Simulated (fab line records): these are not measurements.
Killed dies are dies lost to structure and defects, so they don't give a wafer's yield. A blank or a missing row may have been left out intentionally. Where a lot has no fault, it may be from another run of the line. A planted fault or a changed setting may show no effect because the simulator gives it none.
Struck lot and sound lot, side by side | flow nand_harc | 19 out of 1159 route steps
Sound: these wafers, L472.1, L472.2, L472.3. Struck: wafer L486.5. (L486.3 of the same lot was not struck and is left out.) The cause comes at the end.
Per side, at each step with rows, come the tool, then ch with its chambers, and then its first start. Under that, the readings that differ: sound wafers | struck wafers | difference of the means | sigmas: that difference in standard deviations of wafers without a fault.
alike: a reading whose means differ by less than 2 such deviations, as well as words and numbers matching on both sides. not compared: withheld readings; readings where some wafer has no value; bounds like >300 that might hide an equal value; numbers whose values overlap and for which the record gives no deviation.
The two part at a step that has a row with sigmas, a row that says differs or no value, or rows on one side only. Non-overlapping numbers with no deviation appear without sigmas and do not part them. A reading that every wafer of one side lacks parts them only if that side has two wafers or more.

NHARC_A_ONON_D1_INSPECT_32:
  sound on defect_inspect-01 at day 10 01:32; struck on defect_inspect-01 at day 12 17:16
  reading          | sound      | struck | difference | sigmas
  raw_defect_count | 119 98 115 | 46     | -65        | -3
NHARC_A_CHANNEL_HOLE_D1_DEP_00: deposits aC, target thk 3100 nm.
  sound on acl_dep-02 ch 0, day 10 01:37; struck on acl_dep-01 ch 0, day 12 18:32
  alike: throttle_valve_pct
NHARC_A_CHANNEL_HOLE_D1_DEP_01: deposits SiON, target thk 140 nm.
  sound on pecvd-03 ch 0,2, day 10 03:32; struck on pecvd-03 ch 2, day 12 19:53
  alike: heater_power_w, rf_fwd_power_W
then, 9 steps without rows for these wafers: NHARC_A_CHANNEL_HOLE_D1_DEHYDRATE_02 (time 120 s); NHARC_A_CHANNEL_HOLE_D1_HMDS_03 (time 30 s); NHARC_A_CHANNEL_HOLE_D1_COAT_36 (time 75 s); NHARC_A_CHANNEL_HOLE_D1_COAT_37 (time 65 s); NHARC_A_CHANNEL_HOLE_D1_COAT_04 (resist thk 90 nm); NHARC_A_CHANNEL_HOLE_D1_SOFTBAKE_05 (time 55 s); NHARC_A_CHANNEL_HOLE_D1_EBR_06; NHARC_A_CHANNEL_HOLE_D1_EXPOSE_07 (exposes mask HOLE D1, target cd 100 nm); NHARC_A_CHANNEL_HOLE_D1_PEB_08 (peb time 65 s).
NHARC_A_CHANNEL_HOLE_D1_DEVELOP_09: develop time 35 s.
  sound on litho_track-04 ch 0, day 10 04:00; struck on litho_track-04 ch 0, day 12 20:00
  alike: developer_temp_C
NHARC_A_CHANNEL_HOLE_D1_CD_MEAS_10: target cd 100 nm.
  sound on cd_sem-01 ch 0, day 10 04:15; struck on cd_sem-01 ch 0, day 12 20:34
  alike: cd_nm
NHARC_A_CHANNEL_HOLE_D1_OVL_MEAS_11:
  sound on overlay-02 at day 10 04:20; struck on overlay-02 at day 12 20:38
  reading           | sound          | struck | difference | sigmas
  overlay_x_nm (nm) | -0.8 -0.9 -1.1 | 0.9    | +1.8       | +3
  alike: overlay_y_nm
NHARC_A_CHANNEL_HOLE_D1_INSPECT_12:
  sound on defect_inspect-01 at day 10 04:23; struck on defect_inspect-01 at day 12 20:41
  alike: raw_defect_count
NHARC_A_CHANNEL_HOLE_D1_DESCUM_15: chemistry O2, time 3 s.
  sound on rie_diel-02 ch 0,2,3, day 10 04:26; struck on rie_diel-02 ch 3, day 12 20:45
  reading                            | sound             | struck | difference | sigmas
  model.A_CHANNEL_HOLE_D1.cd_nm (nm) | 98.06 99.72 99.63 | 100.8  | +1.7       |
  alike: drypump_motor_current_A, oes_product_au, rf_vpp_V, showerhead_plenum_p_Torr, throttle_valve_pct
  not compared: rf_hours_counter_h
NHARC_A_CHANNEL_HOLE_D1_ETCH_38: etches the open film in CF4, target depth 39 nm, time 65 s.
  sound on rie_diel-02 ch 0,2,3, day 10 04:32; struck on rie_diel-02 ch 0, day 12 20:50
  alike: drypump_motor_current_A, oes_product_au, rf_fwd_power_W, rf_vpp_V, showerhead_plenum_p_Torr, throttle_valve_pct
  not compared: rf_hours_counter_h, model.A_CHANNEL_HOLE_D1.cd_nm
NHARC_A_CHANNEL_HOLE_D1_ETCH_39: etches the open film in N2/H2, target depth 260 nm, time 325 s.
  sound: rie_diel-02 ch 0,2,3; struck: rie_diel-02 ch 2
  alike: drypump_motor_current_A, h2_flow_sccm, oes_product_au, rf_fwd_power_W, rf_vpp_V, showerhead_plenum_p_Torr, throttle_valve_pct
  not compared: rf_hours_counter_h

## WHERE THEY PART
Last at NHARC_A_CHANNEL_HOLE_D1_OVL_MEAS_11 as far as this record goes, first at NHARC_A_ONON_D1_INSPECT_32. Later steps at which nothing parts them and some readings are alike: NHARC_A_CHANNEL_HOLE_D1_INSPECT_12, NHARC_A_CHANNEL_HOLE_D1_DESCUM_15, NHARC_A_CHANNEL_HOLE_D1_ETCH_38, NHARC_A_CHANNEL_HOLE_D1_ETCH_39.

WHY: whatever the simulator had introduced
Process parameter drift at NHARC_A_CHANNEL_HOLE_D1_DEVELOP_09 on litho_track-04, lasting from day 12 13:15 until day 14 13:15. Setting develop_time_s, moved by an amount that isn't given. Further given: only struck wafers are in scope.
